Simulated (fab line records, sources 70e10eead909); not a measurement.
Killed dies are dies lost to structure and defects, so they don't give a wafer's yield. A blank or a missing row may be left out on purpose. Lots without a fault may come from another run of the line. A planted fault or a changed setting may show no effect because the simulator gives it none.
fab line records | flow nand_harc | part 1 of 2: steps 1 to 4 of 6
record lots=22 wafers=66 last_day=24
route steps=1159 shown P_GATE@202 P_CONTACT@242 P_M0@270 P_M2@335
lots that met no fault: from a run of the same line without faults
start_h: hours from the record's first day to the start of the lot's first wafer shown | wait_h: hours since the lot's step before | " the same as in the row above | L1.1+2: a row that stands for several wafers | - no value, or no start given | * or withheld: withheld | < > ~ a bound
route shown NAME@n: a module of which the file shows steps, and the number in the route of the first | usual: mean/standard deviation of fault-free wafers | same: alike in all rows | chamber/n: place in a boat | sites: the reading at each site | _std_site: their standard deviation | _edge_site: outer sites' mean less inner sites' | radius_mm: how far each site lies from the wafer's centre | mask NAME#n: copy n | behind: the tool/chamber that last shaped the wafer | hold: why the lot was held/for how many hours/how that ended | device: the transistor (n, p or np) that didn't switch | end of line: the same wafers' tests at the end of the route | a step without rows: its recipe alone | killed: dies lost to structure and defects at the first sort, not the wafer's yield | map: a wafer's dies, x killed, . not, _ none there
set.NAME: the setting as run; set.NAME@STEP: as run at that earlier step | model.NAME: the simulator's own value behind a step, which no gauge read
steps of the route over a sample of lots; a table a step, a row a wafer
services: from which hour (start_h, from the record's first day; less than 0 if before it) a tool's chamber was out of use, for how many hours, and why
## steps
# step NHARC_P_GATE_DESCUM_93
# recipe time_s=3 o2_flow_sccm=200 ar_flow_sccm=0 bias_power_w=0 chemistry=O2
# usual drypump_motor_current_A=5.8/0.55 oes_product_au=1.001/0.0076 rf_vpp_V=57.8/0.98 showerhead_plenum_p_Torr=1.91/0.08 throttle_valve_pct=11.310/0.0093
# same time_s=3
# columns lot.wafer tool chamber start_h wait_h drypump_motor_current_A oes_product_au rf_hours_counter_h rf_vpp_V showerhead_plenum_p_Torr throttle_valve_pct
L075.2 rie_diel-02 2 114.17 - 5.3 1.001 39 57.9 1.90 11.299
L075.5 " 0 " " 5.7 0.991 - 57.2 1.82 11.318
L075.6 " 1 " " 6.2 1.011 - 57.5 1.81 11.312
L074.3 rie_diel-05 3 114.72 - 6.7 0.987 47 58.0 1.92 11.303
L074.2 " 1 " " 5.9 0.997 45 57.5 1.93 11.306
L074.5 " 3 " " 6.6 0.998 - 58.4 1.93 11.313
L076.2 rie_diel-05 2 114.96 - 6.2 1.007 48 59.4 2.04 11.305
L076.1 " 0 " " 5.8 1.002 45 59.2 1.97 11.300
L076.6 " 1 " " 5.9 1.021 - 56.8 1.93 11.311
L077.2 rie_diel-04 1 120.95 - 5.3 0.993 0 56.1 1.83 11.306
L077.3 " 3 " " 4.9 0.991 0 56.2 1.81 11.312
L077.4 " 0 " " 6.4 0.992 - 57.7 1.94 11.311
L078.2 rie_diel-05 2 133.93 - 6.1 1.007 54 58.4 2.03 11.295
L078.3 " 3 " " 6.7 0.990 54 59.2 1.92 11.305
L078.1 " 1 " " 5.9 0.997 51 57.2 1.93 11.330
L079.2 rie_diel-04 2 142.83 - 5.3 1.009 4 58.5 2.02 11.312
L079.4 " 3 " " 4.9 1.012 3 57.7 1.80 11.325
L079.3 " 0 " " 6.4 1.012 3 57.4 1.94 11.300
L080.1 rie_diel-05 0 145.45 - 5.8 0.986 57 58.3 1.96 11.305
L080.2 " 2 " " 6.2 0.998 60 58.7 2.03 11.309
L080.6 " 0 " " 5.8 0.987 - 58.0 1.96 11.307
L081.2 rie_diel-02 0 148.33 - 5.7 0.987 57 56.1 1.81 11.300
L081.3 " 1 " " 6.3 1.012 54 57.3 1.80 11.309
L081.5 " 2 " " 5.3 0.995 - 57.8 1.90 11.311
L082.3 rie_diel-05 2 154.18 - 6.1 0.990 64 58.7 2.03 11.305
L082.2 " 3 " " 6.7 0.993 62 58.5 1.92 11.317
L082.5 " 2 " " 6.2 0.999 - 57.5 2.03 11.306
L083.4 rie_diel-04 0 159.37 - 6.3 1.001 7 58.7 1.94 11.325
L083.2 " 1 " " 5.3 0.995 8 57.8 1.83 11.316
L083.3 " 2 " " 5.2 1.000 8 58.5 2.02 11.330
L084.1 rie_diel-02 1 160.08 - 6.3 1.018 0 58.2 1.80 11.307
L084.2 " 3 " " 6.4 1.010 0 57.8 1.80 11.308
L084.6 " 1 " " 6.3 1.012 - 55.7 1.80 11.334
L088.6 rie_diel-04 2 183.74 - 5.2 1.005 - 59.5 2.01 11.315
L088.5 " 3 " " 5.0 1.007 - 57.9 1.80 11.312
L088.4 " 0 " " 6.4 0.995 - 58.5 1.94 11.302
L087.3 rie_diel-04 0 184.01 - 6.4 0.999 10 58.1 1.94 11.300
L087.2 " 2 " " 5.2 0.994 11 57.0 2.01 11.296
L087.5 " 2 " " 5.2 1.002 - 57.0 2.01 11.313
L085.2 rie_diel-02 1 185.01 - 6.3 1.017 7 59.3 1.80 11.305
L085.3 " 3 " " 6.4 0.998 9 57.5 1.80 11.314
L085.5 " 1 " " 6.3 1.011 - 59.2 1.80 11.314
L090.1 rie_diel-02 2 197.59 - 5.3 0.994 14 58.5 1.90 11.308
L090.6 " 2 " " 5.3 0.997 - 58.3 1.90 11.303
L090.5 " 3 " " 6.4 1.008 - 57.4 1.80 11.323
L089.1 rie_diel-04 3 199.66 - 4.9 1.005 14 57.9 1.80 11.294
L089.3 " 0 " " 6.4 1.000 14 57.6 1.94 11.306
L089.2 " 1 " " 5.3 0.996 12 58.1 1.83 11.302
L094.3 rie_diel-05 1 217.56 - 5.9 1.006 16 56.4 1.92 11.308
L094.2 " 3 " " 6.6 1.006 10 56.5 1.92 11.310
L094.6 " 0 " " 5.9 0.991 - 57.1 1.96 11.307
L092.1 rie_diel-04 1 218.35 - 5.3 0.996 16 58.5 1.83 11.321
L092.4 " 2 " " 5.3 0.998 19 58.3 2.01 11.307
L092.2 " 3 " " 4.9 1.007 18 58.6 1.80 11.312
L093.3 rie_diel-04 1 221.71 - 5.3 0.991 17 57.1 1.83 11.316
L093.5 " 0 " " 6.4 0.985 - 58.3 1.93 11.314
L093.6 " 1 " " 5.3 0.998 - 56.3 1.83 11.319
L095.2 rie_diel-05 3 231.63 - 6.6 1.001 17 58.4 1.91 11.303
L095.1 " 0 " " 5.8 1.001 21 57.5 1.95 11.321
L095.5 " 1 " " 5.9 0.999 - 56.5 1.92 11.302
L097.4 rie_diel-04 3 235.32 - 4.9 1.017 20 56.9 1.80 11.317
L097.1 " 0 " " 6.4 1.008 20 58.3 1.93 11.309
L097.2 " 2 " " 5.2 1.009 22 58.7 2.01 11.317
L096.2 rie_diel-05 2 237.35 - 6.1 0.990 25 57.3 2.02 11.315
L096.3 " 3 " " 6.6 1.004 17 57.5 1.91 11.309
L096.6 " 0 " " 5.8 0.993 - 56.0 1.95 11.295
# step NHARC_P_CONTACT_STRIP_28
# recipe o2_flow_sccm=500 ar_flow_sccm=0 bias_w=0 chemistry=O2
# usual drypump_motor_current_A=6.0/0.59 oes_product_au=0.997/0.0074 rf_vpp_V=57.9/0.83 showerhead_plenum_p_Torr=3.61/0.11 throttle_valve_pct=17.037/0.0092
# columns lot.wafer tool chamber start_h wait_h drypump_motor_current_A oes_product_au rf_hours_counter_h rf_vpp_V showerhead_plenum_p_Torr throttle_valve_pct
L075.2 rie_diel-11 2 120.10 0.1 6.0 0.983 12 58.4 3.72 17.029
L075.5 " 1 " " 6.6 1.007 - 57.9 3.58 17.036
L075.6 " 2 " " 6.0 0.991 - 56.5 3.72 17.029
L074.2 rie_diel-11 3 120.42 0.1 5.4 1.002 12 56.5 3.46 17.026
L074.3 " 1 " " 6.6 1.018 9 56.8 3.58 17.041
L074.5 " 0 " " 6.4 1.007 - 57.7 3.41 17.038
L076.2 rie_diel-01 0 120.81 0.1 6.5 1.007 12 58.7 3.63 17.032
L076.1 " 2 " " 4.9 0.995 13 59.4 3.73 17.027
L076.6 " 0 " " 6.5 1.002 - 57.4 3.63 17.018
L077.2 rie_diel-11 0 126.77 0.1 6.4 0.995 11 58.1 3.41 17.042
L077.3 " 2 " " 6.0 0.993 13 58.0 3.72 17.035
L077.4 " 3 " " 5.4 0.998 13 58.6 3.46 17.033
L078.3 rie_diel-11 3 139.62 0.1 5.4 1.005 14 57.4 3.46 17.038
L078.2 " 0 " " 6.4 1.003 13 58.0 3.41 17.019
L078.1 " 1 " " 6.6 1.004 11 59.1 3.58 17.046
L079.3 rie_diel-01 1 148.66 0.1 5.9 1.013 0 59.3 3.70 17.062
L079.4 " 2 " " 4.9 1.000 0 58.2 3.73 17.035
L079.2 " 3 " " 6.6 0.993 0 57.5 3.60 17.035
L080.1 rie_diel-01 1 151.39 0.1 5.8 0.996 1 58.2 3.70 17.038
L080.2 " 2 " " 4.9 0.996 1 56.6 3.73 17.034
L080.6 " 1 " " 5.8 1.014 - 58.0 3.70 17.044
L081.3 rie_diel-11 1 154.04 0.1 6.7 1.010 14 57.4 3.58 17.044
L081.2 " 2 " " 6.0 0.994 16 58.6 3.72 17.045
L081.5 " 0 " " 6.5 0.987 - 57.7 3.41 17.043
L082.3 rie_diel-01 1 160.21 0.1 5.9 1.006 1 59.0 3.70 17.043
L082.2 " 3 " " 6.7 1.001 1 57.4 3.60 17.038
L082.5 " 1 " " 5.9 1.002 - 58.2 3.70 17.035
L083.4 rie_diel-12 2 165.15 0.1 5.8 1.003 42 57.9 3.59 17.041
L083.3 " 0 " " 5.7 0.987 47 57.4 3.29 17.038
L083.2 " 1 " " 5.9 0.999 42 60.5 3.78 17.025
L084.1 rie_diel-11 3 166.14 0.1 5.4 1.004 18 58.0 3.46 17.032
L084.2 " 1 " " 6.6 0.997 15 57.6 3.58 17.027
L084.6 " 3 " " 5.4 0.994 - 57.1 3.46 17.036
L088.4 rie_diel-01 3 189.41 0.1 6.7 0.988 4 58.4 3.60 17.048
L088.5 " 2 " " 4.9 0.995 - 56.8 3.73 17.044
L088.6 " 3 " " 6.7 0.988 - 58.6 3.60 17.035
L087.2 rie_diel-01 1 190.61 0.1 5.9 0.992 4 58.3 3.70 17.038
L087.3 " 2 " " 4.9 0.990 4 57.5 3.73 17.039
L087.5 " 1 " " 5.9 1.002 - 58.2 3.70 17.031
L085.2 rie_diel-01 2 192.19 0.1 4.9 1.001 5 57.6 3.73 17.044
L085.3 " 0 " " 6.5 1.000 4 56.7 3.63 17.026
L085.5 " 1 " " 5.9 1.006 - 58.0 3.70 17.037
L090.1 rie_diel-11 0 203.82 0.1 6.4 0.980 0 57.3 3.40 17.058
L090.6 " 2 " " 6.0 0.998 - 57.5 3.72 17.053
L090.5 " 1 " " 6.6 1.001 - 58.3 3.58 17.018
L089.1 rie_diel-11 1 205.49 0.1 6.6 0.990 1 58.8 3.57 17.035
L089.3 " 3 " " 5.3 1.005 0 56.4 3.46 17.052
L089.2 " 0 " " 6.4 0.995 0 56.9 3.40 17.023
L094.3 rie_diel-01 0 223.23 0.1 6.5 0.994 7 56.9 3.63 17.047
L094.2 " 1 " " 5.9 1.005 7 57.9 3.70 17.035
L094.6 " 0 " " 6.5 0.994 - 57.5 3.63 17.034
L092.2 rie_diel-11 0 224.44 0.1 6.4 0.996 2 58.2 3.40 17.069
L092.4 " 1 " " 6.6 0.997 3 58.1 3.57 17.033
L092.1 " 2 " " 6.0 0.979 3 57.8 3.71 17.039
L093.3 rie_diel-11 3 227.77 0.1 5.4 1.009 3 57.0 3.46 17.041
L093.6 " 0 " " 6.4 0.997 - 56.8 3.40 17.031
L093.5 " 1 " " 6.6 0.999 - 56.9 3.57 17.035
L095.2 rie_diel-01 2 237.17 0.1 4.9 0.990 7 58.7 3.73 17.038
L095.1 " 3 " " 6.7 1.000 9 59.6 3.60 17.039
L095.5 " 1 " " 5.9 0.997 - 58.9 3.69 17.026
L097.1 rie_diel-01 0 240.98 0.1 6.5 0.985 9 59.0 3.63 17.053
L097.2 " 1 " " 5.9 0.998 9 57.7 3.69 17.029
L097.4 " 2 " " 4.9 1.008 7 57.4 3.73 17.037
L096.2 rie_diel-01 0 243.02 0.1 6.5 0.995 9 59.5 3.63 17.039
L096.3 " 1 " " 5.8 1.000 9 58.8 3.69 17.048
L096.6 " 2 " " 4.9 1.001 - 58.5 3.73 17.045
# step NHARC_P_CONTACT_ALD_22
# recipe target_thk_a=30 pulse_time_s=1 ald_cycles=150 temp_c=450 material=TiN
# usual heater_power_w=1155/110 precursor_pulse_height_rel=0.998/0.019
# columns lot.wafer tool chamber start_h wait_h heater_power_w precursor_pulse_height_rel
L075.2 ald_metal-01 2 120.99 - 1170 0.992
L075.6 " 1 " " 1140 0.998
L075.5 " 2 " " 1202 0.961
L074.3 ald_metal-03 3 121.32 - 1060 0.968
L074.2 " 1 " " 1058 1.026
L074.5 " 3 " " 1035 1.017
L076.2 ald_metal-04 0 121.69 - 1272 1.039
L076.1 " 3 " " 1101 1.004
L076.6 " 1 " " 1075 0.999
L077.3 ald_metal-04 0 127.65 - 1274 0.997
L077.2 " 1 " " 1057 0.995
L077.4 " 3 " " 1086 0.986
L078.1 ald_metal-03 3 140.51 - 1091 1.016
L078.3 " 0 " " 1115 1.001
L078.2 " 2 " " 1130 0.995
L079.4 ald_metal-04 3 149.60 - 1121 1.002
L079.2 " 0 " " 1294 1.027
L079.3 " 1 " " 1081 1.001
L080.1 ald_metal-01 3 152.39 - 972 1.031
L080.2 " 1 " " 1143 0.989
L080.6 " 2 " " 1201 1.006
L081.3 ald_metal-03 0 154.91 - 1140 1.020
L081.2 " 2 " " 1177 0.992
L081.5 " 0 " " 1090 0.969
L082.3 ald_metal-04 3 161.20 - 1129 1.003
L082.2 " 0 " " 1288 1.011
L082.5 " 0 " " 1269 1.006
L083.4 ald_metal-01 2 166.03 - 1198 0.983
L083.2 " 3 " " 994 1.001
L083.3 " 1 " " 1138 1.020
L084.1 ald_metal-03 2 167.13 - 1160 0.997
L084.2 " 0 " " 1105 0.979
L084.6 " 1 " " 1057 1.016
L088.4 ald_metal-01 1 190.29 - 1146 0.988
L088.6 " 1 " " 1125 0.986
L088.5 " 2 " " 1200 1.050
L087.3 ald_metal-01 1 191.48 - 1146 1.004
L087.2 " 3 " " 1002 0.965
L087.5 " 1 " " 1133 0.987
L085.3 ald_metal-04 3 193.12 - 1138 1.008
L085.2 " 1 " " 1093 1.012
L085.5 " 0 " " 1296 1.023
L090.1 ald_metal-03 0 204.77 - 1137 0.991
L090.5 " 1 " " 1033 1.003
L090.6 " 2 " " 1170 0.970
L089.3 ald_metal-01 0 206.39 - 1327 0.991
L089.1 " 1 " " 1163 1.008
L089.2 " 2 " " 1215 0.999
L094.2 ald_metal-01 1 224.22 - 1153 0.994
L094.3 " 3 " " 1017 0.989
L094.6 " 2 " " 1197 0.977
L092.1 ald_metal-03 3 225.41 - 1095 0.969
L092.2 " 0 " " 1134 1.021
L092.4 " 1 " " 1070 1.018
L093.3 ald_metal-03 0 228.65 - 1147 0.989
L093.6 " 2 " " 1192 0.978
L093.5 " 3 " " 1100 0.990
L095.2 ald_metal-04 1 238.20 - 1064 0.997
L095.1 " 2 " " 1168 0.991
L095.5 " 3 " " 1069 1.011
L097.1 ald_metal-01 3 241.86 - 1016 1.005
L097.2 " 2 " " 1190 1.023
L097.4 " 3 " " 1017 1.001
L096.3 ald_metal-01 2 243.88 - 1166 0.981
L096.2 " 3 " " 1013 1.025
L096.6 " 2 " " 1165 0.997
# step NHARC_P_M0_STRIP_18
# recipe power_w=1000 n2_flow_sccm=150 h2_flow_sccm=150 ar_flow_sccm=0 bias_w=0 chemistry=N2/H2
# usual drypump_motor_current_A=5.8/0.41 n2_flow_sccm=150.0/0.44 oes_product_au=1.000/0.0068 rf_vpp_V=90.6/1 showerhead_plenum_p_Torr=2.05/0.086 throttle_valve_pct=14.171/0.0093
# columns lot.wafer tool chamber start_h wait_h drypump_motor_current_A n2_flow_sccm oes_product_au rf_hours_counter_h rf_vpp_V showerhead_plenum_p_Torr throttle_valve_pct
L075.2 rie_diel-06 2 127.05 0.1 6.4 149.5 0.996 4 89.8 2.14 14.163
L075.6 " 1 " " 5.4 150.1 0.994 - 91.0 2.03 14.159
L075.5 " 2 " " 6.4 150.1 0.996 - 91.2 2.14 14.181
L074.2 rie_diel-06 0 127.63 0.1 5.9 150.2 0.987 4 89.1 1.93 14.155
L074.3 " 1 " " 5.4 149.3 0.997 4 89.2 2.03 14.188
L074.5 " 1 " " 5.5 150.3 0.991 - 90.9 2.03 14.184
L076.1 rie_diel-06 0 128.51 0.1 5.9 150.7 0.983 4 89.8 1.93 14.174
L076.2 " 2 " " 6.4 149.8 0.991 4 91.6 2.14 14.196
L076.6 " 3 " " 5.4 149.6 0.999 - 91.8 2.03 14.173
L077.4 rie_diel-13 1 134.94 0.1 5.6 149.8 0.994 1 90.2 2.05 14.166
L077.3 " 3 " " 5.8 150.2 1.012 2 91.0 2.16 14.167
L077.2 " 0 " " 6.3 150.3 1.001 1 90.6 2.04 14.164
L078.2 rie_diel-06 2 146.76 0.1 6.4 148.8 1.002 6 92.0 2.14 14.184
L078.1 " 3 " " 5.3 149.8 1.010 5 90.1 2.03 14.196
L078.3 " 1 " " 5.4 149.7 1.009 6 90.7 2.03 14.161
L079.2 rie_diel-06 0 152.34 0.1 5.9 149.2 0.991 5 89.1 1.93 14.167
L079.3 " 2 " " 6.4 150.3 0.989 6 91.2 2.14 14.181
L079.4 " 0 " " 5.9 149.4 0.992 - 88.8 1.93 14.165
L080.2 rie_diel-07 3 155.12 0.1 5.8 149.5 1.001 6 89.3 2.07 14.160
L080.1 " 1 " " 5.6 150.0 1.010 6 90.6 2.20 14.175
L080.6 " 3 " " 5.8 150.1 1.016 - 90.8 2.07 14.161
L081.3 rie_diel-07 0 157.74 0.1 4.8 150.1 1.008 7 90.0 1.97 14.169
L081.2 " 1 " " 5.6 149.8 1.006 6 91.1 2.20 14.184
L081.5 " 0 " " 4.8 148.7 1.013 - 91.2 1.97 14.177
L082.2 rie_diel-07 2 164.13 0.1 6.1 149.6 1.009 7 89.7 2.09 14.158
L082.3 " 3 " " 5.8 149.5 1.011 7 90.1 2.07 14.167
L082.5 " 1 " " 5.6 149.7 1.007 - 90.6 2.20 14.170
L083.3 rie_diel-13 0 176.76 0.1 6.3 150.2 1.006 4 91.3 2.04 14.178
L083.2 " 1 " " 5.6 150.1 1.008 4 90.9 2.05 14.150
L083.4 " 3 " " 5.8 149.9 1.003 5 90.8 2.16 14.175
L084.1 rie_diel-06 1 177.00 0.1 5.4 150.2 1.004 8 90.0 2.03 14.180
L084.2 " 3 " " 5.3 150.2 0.998 6 90.2 2.03 14.158
L084.6 " 2 " " 6.4 150.5 0.996 - 91.0 2.14 14.180
L088.4 rie_diel-07 1 195.11 0.2 5.6 151.1 1.002 8 91.8 2.20 14.171
L088.6 " 2 " " 6.1 149.8 1.008 - 90.2 2.09 14.168
L088.5 " 3 " " 5.8 150.3 0.993 - 90.7 2.07 14.174
L087.3 rie_diel-06 0 198.34 0.1 5.9 150.0 0.993 9 89.0 1.93 14.183
L087.2 " 1 " " 5.4 149.4 0.993 10 92.7 2.03 14.152
L087.5 " 1 " " 5.4 150.5 0.998 - 91.4 2.03 14.170
L085.3 rie_diel-07 0 198.84 0.1 4.8 150.0 0.998 9 89.4 1.97 14.165
L085.2 " 1 " " 5.6 150.6 1.013 8 90.3 2.20 14.190
L085.5 " 0 " " 4.8 150.1 1.000 - 91.0 1.97 14.155
L090.1 rie_diel-06 1 213.71 0.1 5.4 149.7 0.999 10 90.8 2.03 14.156
L090.5 " 3 " " 5.3 150.4 1.003 - 90.0 2.03 14.176
L090.6 " 0 " " 5.9 150.0 0.990 - 91.7 1.93 14.164
L089.3 rie_diel-06 3 214.27 0.1 5.3 150.2 0.996 9 89.9 2.03 14.171
L089.2 " 0 " " 5.9 149.6 0.993 10 88.8 1.93 14.166
L089.1 " 1 " " 5.4 149.7 0.997 10 91.2 2.03 14.167
L094.2 rie_diel-13 2 228.90 0.1 6.0 150.0 1.005 9 88.9 1.90 14.173
L094.3 " 3 " " 5.8 149.5 1.012 9 92.5 2.16 14.169
L094.6 " 3 " " 5.8 149.5 0.994 - 91.0 2.16 14.164
L092.4 rie_diel-13 3 229.46 0.1 5.8 149.5 1.007 9 92.4 2.16 14.160
L092.1 " 0 " " 6.2 149.6 0.999 8 90.0 2.03 14.174
L092.2 " 1 " " 5.6 150.6 1.003 7 91.0 2.05 14.164
L093.3 rie_diel-06 2 231.28 0.1 6.4 149.8 0.998 12 91.1 2.14 14.165
L093.5 " 3 " " 5.3 149.8 1.003 - 90.3 2.03 14.167
L093.6 " 0 " " 5.9 149.3 1.000 - 88.7 1.93 14.169
L095.1 rie_diel-07 0 244.70 0.1 4.8 150.3 1.000 1 89.8 1.97 14.164
L095.2 " 2 " " 6.1 149.3 0.997 1 90.6 2.09 14.155
L095.5 " 1 " " 5.6 150.2 1.000 - 93.9 2.20 14.171
L097.4 rie_diel-07 1 247.94 0.1 5.6 149.6 0.992 1 92.5 2.20 14.163
L097.2 " 2 " " 6.1 149.4 0.998 1 90.2 2.09 14.168
L097.1 " 0 " " 4.8 150.7 0.999 1 91.4 1.97 14.167
L096.3 rie_diel-13 2 252.84 0.1 6.0 150.1 1.009 10 88.9 1.90 14.175
L096.2 " 1 " " 5.7 150.6 1.000 8 89.2 2.05 14.166
L096.6 " 2 " " 6.0 149.0 1.007 - 89.7 1.90 14.182
